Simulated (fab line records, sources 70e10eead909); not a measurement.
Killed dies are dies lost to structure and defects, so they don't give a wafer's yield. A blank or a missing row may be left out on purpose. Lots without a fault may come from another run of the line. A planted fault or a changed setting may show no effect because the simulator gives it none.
One fault seen from 2 desks | flow nand_harc | each desk has only its own numbers; what lay behind them comes last

THE TOOL OWNER'S DESK: pvd_sputter-03
The tool's own readings at NHARC_A_M0_PVD_21 (deposits Cu, target thk 30 nm, time 20.49 s): means of the sampled wafers that have a number, for each lot that ran on this tool. A lot is out of limits, marked OUT, if its mean lies more than 4 standard deviations from the usual mean; the brackets give that distance.
Columns: A = throttle_valve_pct at NHARC_A_M0_PVD_21, usual 29.6 %
lot  | first seen here | A
L735 | day 25 13:38    | 29.2
L739 | day 26 21:50    | 29.6
L742 | day 27 13:22    | 29.7
L744 | day 28 15:49    | 28.2
L743 | day 29 00:22    | 30.1
L751 | day 31 14:14    | 29.4
L752 | day 32 11:54    | 30.4
L753 | day 32 12:31    | 29.5
This desk's finding: nothing out of limits on any of the 8 lots.

THE DEFECT DESK
What the inspections along the route counted, lot by lot: means of the sampled wafers that have a number. A lot is out of limits, marked OUT, if its mean lies more than 4 standard deviations from the usual mean; the brackets give that distance.
Columns: A = raw_defect_count at NHARC_THIN_TSV_INSPECT_40, usual 540
lot  | first seen here | A
L730 | day 24 16:01    | 602
L733 | day 25 08:31    | 478
L734 | day 26 04:56    | 503
L736 | day 26 15:40    | 516
L735 | day 27 00:15    | 433
L737 | day 27 00:15    | 485
L739 | day 28 11:01    | 554
L740 | day 29 01:03    | 551
L742 | day 29 01:03    | 448
L744 | day 30 05:53    | 641
L743 | day 30 15:41    | 523
L751 | day 33 01:05    | 496
L752 | day 33 22:11    | 454
L753 | day 33 22:11    | 454
This desk's finding: nothing out of limits on any of the 14 lots.

PUT TOGETHER
The tool owner's desk saw nothing out of limits.
The defect desk saw nothing out of limits.

WHAT THE SIMULATOR HAD PUT IN
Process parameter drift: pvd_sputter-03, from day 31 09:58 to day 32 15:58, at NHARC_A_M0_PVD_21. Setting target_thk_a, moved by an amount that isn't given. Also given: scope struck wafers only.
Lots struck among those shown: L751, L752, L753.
